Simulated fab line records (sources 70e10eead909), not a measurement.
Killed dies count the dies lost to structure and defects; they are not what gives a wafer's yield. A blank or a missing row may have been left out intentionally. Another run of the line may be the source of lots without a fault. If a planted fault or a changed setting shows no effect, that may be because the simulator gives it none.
fab line records ; flow nandHarc
record: lots: 6; wafers: 18; lastDay: 31
route steps=1302 shown A_M1@1201 A_BONDPAD@1202
lots that met no fault: from a run of the same line without faults
startH: start of the lot's first displayed wafer, in hours after the record's first day ; waitH: how many hours have passed since the lot's step before this one ; " unchanged from the row above ; L1.1+2: several wafers, shown together as one row ; - value missing, or start not given ; * or withheld: withheld ; < > ~ a bound
route shown NAME@n: names a module that has steps shown in the file, with the first one's number in the route ; usual: mean/standard deviation of fault-free wafers ; same: alike in all rows ; chamber/n: place in a boat ; sites: the reading at each site ; _std_site: standard deviation of those values ; _edge_site: outer sites' mean less inner sites' ; radiusMm: for every site, how far away it sits from the centre of the wafer ; mask NAME#n: copy n ; behind: tool/chamber where the wafer was last shaped ; hold: cause of the lot's hold/its duration in hours/its outcome ; device: the n, p or np transistor that did not switch ; end of line: tests of these same wafers at the route's end ; step lacking rows: just its recipe ; killed: count of dies lost to structure and defects at first sort (not the wafer's yield) ; map: a wafer's dies, marking killed ones x, the rest . and places with no die _
set.NAME: the run value of the setting; set.NAME@STEP: its run value at that earlier step ; model.NAME: the simulator's own value behind a step, which no gauge read
lots at some steps of the route; a table a step, a row a wafer
services: the hour from which a tool's chamber was out of use, counted from the record's first day as startH (under 0 if before that day), plus the number of hours and why
== steps ==
step: NHARC_A_M1_DEP_33
recipe: targetThkA: 300; tempC: 370; targetThkNm: 30; pressureTorr: 3; flowSccm: 200; rfW: 450; material: SiCN
usual: heaterPowerW: 591/65
lot.wafer;tool;chamber;startH;waitH;heaterPowerW;sinceWetCleanH
L923.3;pecvd-04;1;535.97;0.1;733;73
L923.2;pecvd-04;0;535.97;0.1;675;73
L923.6;pecvd-04;1;535.97;0.1;739;-
L925.3;pecvd-03;2;599.61;0.1;572;39
L925.2;pecvd-03;0;599.61;0.1;541;39
L925.1;pecvd-03;1;599.61;0.1;483;39
L935.2;pecvd-01;1;674.61;0.1;571;162
L935.3;pecvd-01;0;674.61;0.1;533;162
L935.4;pecvd-01;0;674.61;0.1;546;-
L937.1;pecvd-04;0;677.13;0.1;616;33
L937.4;pecvd-04;1;677.13;0.1;692;-
L937.6;pecvd-04;0;677.13;0.1;627;-
L940.3;pecvd-01;1;698.59;0.1;658;4
L940.6;pecvd-01;1;698.59;0.1;642;-
L940.4;pecvd-01;2;698.59;0.1;550;-
L939.1;pecvd-03;0;709.87;0.1;609;150
L939.3;pecvd-03;1;709.87;0.1;582;150
L939.4;pecvd-03;0;709.87;0.1;601;-
step: NHARC_A_BONDPAD_DEP_00
recipe: targetThkA: 2500; tempC: 370; targetThkNm: 250; pressureTorr: 3; flowSccm: 200; rfW: 450; material: SiCN
usual: heaterPowerW: 601/56
lot.wafer;tool;chamber;startH;waitH;heaterPowerW;sinceWetCleanH
L923.3;pecvd-03;1;536.52;-;618;157
L923.2;pecvd-03;0;536.52;-;525;157
L923.6;pecvd-03;0;536.52;-;557;-
L925.2;pecvd-03;2;-;-;547;40
L925.3;pecvd-03;0;-;-;597;40
L925.1;pecvd-03;1;-;-;560;40
L935.2;pecvd-02;0;675.21;-;641;73
L935.3;pecvd-02;1;675.21;-;595;73
L935.4;pecvd-02;1;675.21;-;585;-
L937.1;pecvd-02;0;677.64;-;561;76
L937.4;pecvd-02;2;677.64;-;661;-
L937.6;pecvd-02;1;677.64;-;578;-
L940.4;pecvd-02;0;699.27;-;595;-
L940.3;pecvd-02;2;699.27;-;689;-
L940.6;pecvd-02;2;699.27;-;675;-
L939.3;pecvd-03;0;-;-;548;150
L939.1;pecvd-03;1;-;-;569;150
L939.4;pecvd-03;0;-;-;551;-
step: NHARC_A_BONDPAD_CMP_29
recipe: targetThkNm: 200; material: SiCN
usual: motorCurrentA: 12.9/1.1; slurryFlowMlMin: 150.0/0.55
lot.wafer;tool;chamber;startH;waitH;motorCurrentA;slurryFlowMlMin
L923.2;cmp-02;0;536.98;-;14.0;150.5
L923.3;cmp-02;1;536.98;-;12.9;150.0
L923.6;cmp-02;2;536.98;-;14.1;149.7
L925.1;cmp-04;3;600.56;-;11.7;149.9
L925.2;cmp-04;0;600.56;-;11.4;149.5
L925.3;cmp-04;2;600.56;-;15.4;149.5
L935.3;cmp-02;1;675.60;-;13.2;151.3
L935.4;cmp-02;2;675.60;-;13.9;150.5
L935.2;cmp-02;3;675.60;-;11.4;150.4
L937.4;cmp-02;3;678.00;-;11.2;149.3
L937.1;cmp-02;0;678.00;-;14.7;149.8
L937.6;cmp-02;0;678.00;-;14.1;150.2
L940.4;cmp-02;3;699.68;0.3;11.3;149.6
L940.3;cmp-02;0;699.68;0.3;13.8;148.8
L940.6;cmp-02;0;699.68;0.3;14.4;149.9
L939.1;cmp-02;2;710.77;-;13.6;150.1
L939.3;cmp-02;0;710.77;-;15.0;150.5
L939.4;cmp-02;1;710.77;-;12.8;149.7
step: NHARC_A_BONDPAD_THK_MEAS_30
recipe: thkMeasGauge: ellipsometry
usual: thkNm: 200.2/2.1
lot.wafer;tool;chamber;startH;waitH;thkNm
L923.2;filmMetro-02;-;537.18;0.2;197.5
L923.3;filmMetro-02;-;537.18;0.2;202.9
L923.6;filmMetro-02;-;537.18;0.2;203.7
L925.1;filmMetro-01;-;600.81;0.2;200.7
L925.2;filmMetro-01;-;600.81;0.2;199.5
L925.3;filmMetro-01;-;600.81;0.2;199.9
L935.2;filmMetro-01;-;675.82;0.2;201.3
L935.3;filmMetro-01;-;675.82;0.2;199.4
L935.4;filmMetro-01;-;675.82;0.2;203.2
L937.1;filmMetro-02;-;678.25;0.2;198.0
L937.4;filmMetro-02;-;678.25;0.2;203.0
L937.6;filmMetro-02;-;678.25;0.2;197.6
L940.3;filmMetro-02;-;699.94;0.2;197.4
L940.4;filmMetro-02;-;699.94;0.2;199.3
L940.6;filmMetro-02;-;699.94;0.2;195.6
L939.1;filmMetro-01;-;711.02;0.2;203.0
L939.3;filmMetro-01;-;711.02;0.2;199.7
L939.4;filmMetro-01;-;711.02;0.2;201.0
step: NHARC_A_BONDPAD_SRD_31
step: NHARC_A_BONDPAD_DEHYDRATE_01
recipe: tempC: 150; timeS: 120
step: NHARC_A_BONDPAD_HMDS_02
recipe: timeS: 30
step: NHARC_A_BONDPAD_COAT_33
recipe: tempC: 200; timeS: 65
step: NHARC_A_BONDPAD_COAT_03
recipe: spinRpm: 2000; resistThkNm: 600
step: NHARC_A_BONDPAD_SOFTBAKE_04
recipe: tempC: 125; timeS: 70
step: NHARC_A_BONDPAD_EBR_05
step: NHARC_A_BONDPAD_EXPOSE_06
recipe: na: 0.55; doseMj: 36.99; maskId: A_BPAD
step: NHARC_A_BONDPAD_PEB_07
recipe: pebTempC: 128; pebTimeS: 80
usual: chillPlateTempC: 22.98/0.11; exhaustPa: 45.0/0.97
lot.wafer;tool;chamber;startH;waitH;chillPlateTempC;exhaustPa
L923.2;lithoTrack-07;0;537.67;0.1;22.89;44.6
L923.3;lithoTrack-07;0;537.67;0.1;23.07;43.8
L923.6;lithoTrack-07;0;537.67;0.1;23.05;44.4
L925.1;lithoTrack-03;0;601.29;0.1;23.08;44.6
L925.2;lithoTrack-03;0;601.29;0.1;23.09;46.2
L925.3;lithoTrack-03;0;601.29;0.1;23.11;46.1
L935.2;lithoTrack-07;-;676.18;0.1;-;-
L935.3;lithoTrack-07;-;676.18;0.1;-;-
L935.4;lithoTrack-07;-;676.18;0.1;-;-
L937.1;lithoTrack-07;-;678.73;0.1;-;-
L937.4;lithoTrack-07;-;678.73;0.1;-;-
L937.6;lithoTrack-07;-;678.73;0.1;-;-
L940.3;lithoTrack-07;0;700.30;0.1;22.95;44.3
L940.4;lithoTrack-07;0;700.30;0.1;22.98;45.0
L940.6;lithoTrack-07;0;700.30;0.1;23.05;46.1
L939.1;lithoTrack-05;0;711.50;0.1;22.95;43.7
L939.3;lithoTrack-05;0;711.50;0.1;22.94;43.8
L939.4;lithoTrack-05;0;711.50;0.1;22.90;43.9
step: NHARC_A_BONDPAD_DEVELOP_08
recipe: timeS: 50; devTempC: 22
== services ==
tool;chamber;startH;hours;kind
cmp-02;-;526.94;4.0;pm
cmp-02;-;530.94;-;consumableReplace:conditioner
cmp-02;-;530.94;-;consumableReplace:pad
cmp-02;-;539.75;0.9;repair
pecvd-03;-;547.24;13.0;pm
pecvd-03;0;547.24;13.0;ventCycle
cmp-02;-;584.43;0.9;repair
pecvd-02;-;589.15;13.0;pm
cmp-04;-;594.84;2.8;repair
lithoTrack-07;-;601.00;7.0;pm
cmp-04;-;601.11;4.0;pm
cmp-02;-;624.94;4.0;pm
lithoTrack-03;-;625.00;7.0;pm
pecvd-04;1;626.18;16.6;repair
pecvd-04;-;631.65;13.0;pm
cmp-04;-;636.78;1.1;repair
cmp-04;-;639.71;2.0;repair
cmp-04;-;647.67;0.6;repair
lithoTrack-05;-;649.00;7.0;pm
pecvd-03;-;651.34;0.7;repair
pecvd-01;-;681.27;13.0;pm
pecvd-02;1;684.03;18.9;repair
cmp-02;-;688.76;2.4;repair
cmp-04;-;699.11;4.0;pm
== key ==
firstSign: step: NHARC_A_BONDPAD_PEB_07; reading: toolRecord; direction: missing
effect none on later readings
metAt NHARC_A_BONDPAD_PEB_07
struckWafers L935.2,L935.3,L935.4,L937.1,L937.4,L937.6
laterRowsLeftOut L935.2,L935.3,L935.4,L937.1,L937.4,L937.6
sortLeftOut L935.2,L935.3,L935.4,L937.1,L937.4,L937.6
onsetBetween 537.67 676.18
fault: kind: skippedStepWhole; tool: lithoTrack-07; chamber: -; onsetH: 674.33; steps: NHARC_A_BONDPAD_PEB_07; scope: struckLotsOnly
sortLeftOut: the simulated sort isn't trusted on such a fault, so these wafers' sort isn't shown, and their yield isn't known
laterRowsLeftOut: the simulator's readings of these wafers behind a module that went badly wrong aren't trusted and aren't shown, but for the sort
